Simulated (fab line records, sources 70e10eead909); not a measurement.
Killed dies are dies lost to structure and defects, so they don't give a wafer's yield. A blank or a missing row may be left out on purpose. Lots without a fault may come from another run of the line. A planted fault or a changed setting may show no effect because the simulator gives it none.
Chamber matching | flow nand_harc | NHARC_P_STI_ETCH_42 on rie_diel-01: 4 sister chambers
The step etches the open film in N2/H2, target depth 80 nm, overetch 24 nm, time 61 s. 14 wafers are shown with their chamber, then 6 later ones without.

WAFERS WITH THEIR CHAMBER
wafer  | chamber | drypump_motor_current_A (A) | rf_vpp_V (V) | oes_product_au (a.u.)
L647.1 | 2       | 6.2                         | 430.1        | 0.993
L647.2 | 1       | 5.6                         | 427.9        | 0.995
L647.6 | 0       | 4.8                         | 430.3        | 1.013
L649.1 | 0       | 4.8                         | 432.3        | 1.018
L649.3 | 3       | 5.5                         | 435.0        | 1.007
L649.6 | 0       | 4.8                         | 430.8        | 1.019
L651.1 | 3       | 5.5                         | 435.5        | 0.996
L651.2 | 0       | 4.9                         | 431.5        | 1.025
L651.5 | 0       | 4.9                         | 432.3        | 1.024
L653.3 | 3       | 5.5                         | 435.9        | 1.006
L653.5 | 3       | 5.5                         | 436.5        | 0.997
L653.6 | 2       | 6.2                         | 429.8        | 1.004
L654.3 | 3       | 5.5                         | 435.2        | 0.999
L654.6 | 3       | 5.5                         | 433.2        | 0.992

SIGNATURES (means of the wafers above)
reading                 | chamber 0 | chamber 1 | chamber 2 | chamber 3 | scatter within a chamber
drypump_motor_current_A | 4.840     | 5.600     | 6.200     | 5.500     | 0.0346
rf_vpp_V                | 431.440   | 427.900   | 429.950   | 435.217   | 0.977
oes_product_au          | 1.01980   | 0.99500   | 0.99850   | 0.99950   | 0.00573
Rule: a wafer's distance from a chamber is the root of the sum, over the readings, of the square of ((its reading less the chamber's mean) divided by the reading's scatter). The wafer belongs to the nearest chamber; if the next one is less than 2 further off, it can't be placed. The scatter: the root of (the sum of the squares of (reading less its chamber's mean) over the shown wafers, divided by (wafers less chambers)).

WAFERS WITHOUT THEIR CHAMBER
wafer  | drypump_motor_current_A (A) | rf_vpp_V (V) | oes_product_au (a.u.)
L664.1 | 6.2                         | 427.8        | 1.005
L664.3 | 5.5                         | 434.3        | 1.001
L664.4 | 5.6                         | 428.6        | 0.998
L668.2 | 5.5                         | 435.7        | 0.999
L668.3 | 5.6                         | 428.8        | 0.988
L668.4 | 4.8                         | 432.5        | 0.999

WHICH CHAMBER EACH WENT THROUGH
wafer  | from the rows above | in truth
L664.1 | 2                   | 2
L664.3 | 3                   | 3
L664.4 | 1                   | 1
L668.2 | 3                   | 3
L668.3 | 1                   | 1
L668.4 | 0                   | 0
Placed correctly: 6 of 6. Can't be placed from these rows: 0. Placed wrongly: 0.
